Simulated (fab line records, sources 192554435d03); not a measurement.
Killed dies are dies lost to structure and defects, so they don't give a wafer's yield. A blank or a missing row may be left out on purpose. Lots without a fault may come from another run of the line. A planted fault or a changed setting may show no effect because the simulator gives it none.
A struck lot beside a sound one | flow n5_finfet | 16 steps out of a route of 1938
Sound: wafers L973.2, L973.4, L973.5. Struck: wafers L984.3, L984.4. (L984.2 of the same lot was not struck and is left out.) The cause comes at the end.
At each step with rows: each side's tool, then ch and its chambers, then its first start. Under that, the readings that differ: sound wafers | struck wafers | difference of the means | sigmas: that difference in standard deviations of wafers without a fault.
alike: readings whose means differ by less than 2 such deviations, and words and numbers that are the same on both sides. not compared: withheld readings, readings that some wafer has no value for, bounds like >300 that may hide the same value, and numbers for which the record gives no deviation and whose values overlap.
The two part at a step that has a row with sigmas, a row that says differs or no value, or rows on one side only. Numbers that don't overlap but have no deviation are shown without sigmas and don't part them. A reading that every wafer of one side lacks parts them only if that side has two wafers or more.

first, 1 step without rows for these wafers: N5_BEOL_M2_SPUTTER_90 (material Cu, target thk 4.5 nm, time 8.29 s).
N5_BEOL_M2_ANNEAL_91: time 240 s.
  sound on pvd_sputter-02, day 7 13:09; struck on pvd_sputter-01, day 10 15:14
  alike: heater_power_w
N5_BEOL_M2_SPUTTER_92: material Cu, target thk 4.5 nm, time 8.29 s.
  sound on pvd_sputter-02, day 7 13:17; struck on pvd_sputter-01, day 10 15:22
  alike: chuck_gas_flow_sccm, throttle_valve_pct
N5_BEOL_M2_ANNEAL_93: time 240 s.
  sound on pvd_sputter-02, day 7 13:22; struck on pvd_sputter-01, day 10 15:27
  alike: heater_power_w
then, 1 step without rows for these wafers: N5_BEOL_M2_SPUTTER_94 (material Cu, target thk 4.5 nm, time 8.29 s).
N5_BEOL_M2_ANNEAL_95: time 240 s.
  sound on pvd_sputter-02, day 7 13:35; struck on pvd_sputter-01, day 10 15:40
  alike: heater_power_w
then, 3 steps without rows for these wafers: N5_BEOL_M2_SPUTTER_96 (material Cu, target thk 4.5 nm, time 8.29 s); N5_BEOL_M2_ECD_50 (material Cu, target thk 300 nm); N5_BEOL_M2_ANNEAL_51 (time 90 s).
N5_BEOL_M2_CMP_52: polishes, stops on SiOC, t overpolish 6.8 s, target thk 40 nm.
  sound on cmp-03 ch 0,1, day 7 14:32; struck on cmp-02 ch 2,3, day 10 16:25
  alike: barrier_field_endpoint_s, motor_current_A, overpolish_run_s, time_to_endpoint_s
N5_BEOL_M2_THK_MEAS_53: measures by xrf.
  sound on film_metro-02, day 7 14:47; struck on film_metro-01, day 10 16:42
  alike: M2_THK
then, 1 step without rows for these wafers: N5_BEOL_M2_PRE_CLEAN_60 (time 15 s).
N5_BEOL_M2_CO_CAP_55: material Co, precursor CCTBA/H2, target thk 2 nm, time 102.1 s.
  sound on cvd_co-02 ch 0,1,2, day 7 14:52; struck on cvd_co-01 ch 0,2, day 10 16:54
  reading                                   | sound             | struck      | difference | sigmas
  run_length_s (s)                          | 125.0 124.6 124.5 | 216.3 215.1 | +91.0      | +99 or more
  model.Co_of_BEOL_M2_CO_CAP_55.thk_nm (nm) | 2.2 2 2           | 3.6 3.6     | +1.5       |
  alike: heater_power_w
then, 1 step without rows for these wafers: N5_BEOL_M2_PRE_CLEAN_56 (time 15 s).
N5_BEOL_M4_RC_MEAS_101:
  sound on prober-02 ch 0, day 8 10:20; struck on prober-02 ch 0, day 11 11:04
  reading       | sound          | struck    | difference | sigmas
  SS_N (mV/dec) | 70.8 70.4 71.2 | 71.7 72.6 | +1.4       | +2
  alike: DIBL_N, DIBL_P, IOFF_N, IOFF_P, ION_N, ION_P, SS_P, VT_N, VT_P
then, 1 step without rows for these wafers: N5_PASSIVATION_PROBE_49.

WHERE THEY PART
First at N5_BEOL_M2_CO_CAP_55; last, within this record, at N5_BEOL_M4_RC_MEAS_101.

WHY: what the simulator had put in
Process parameter drift: cvd_co-01, from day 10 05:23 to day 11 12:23, at N5_BEOL_M2_CO_CAP_55. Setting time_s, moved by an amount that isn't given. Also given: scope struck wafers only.
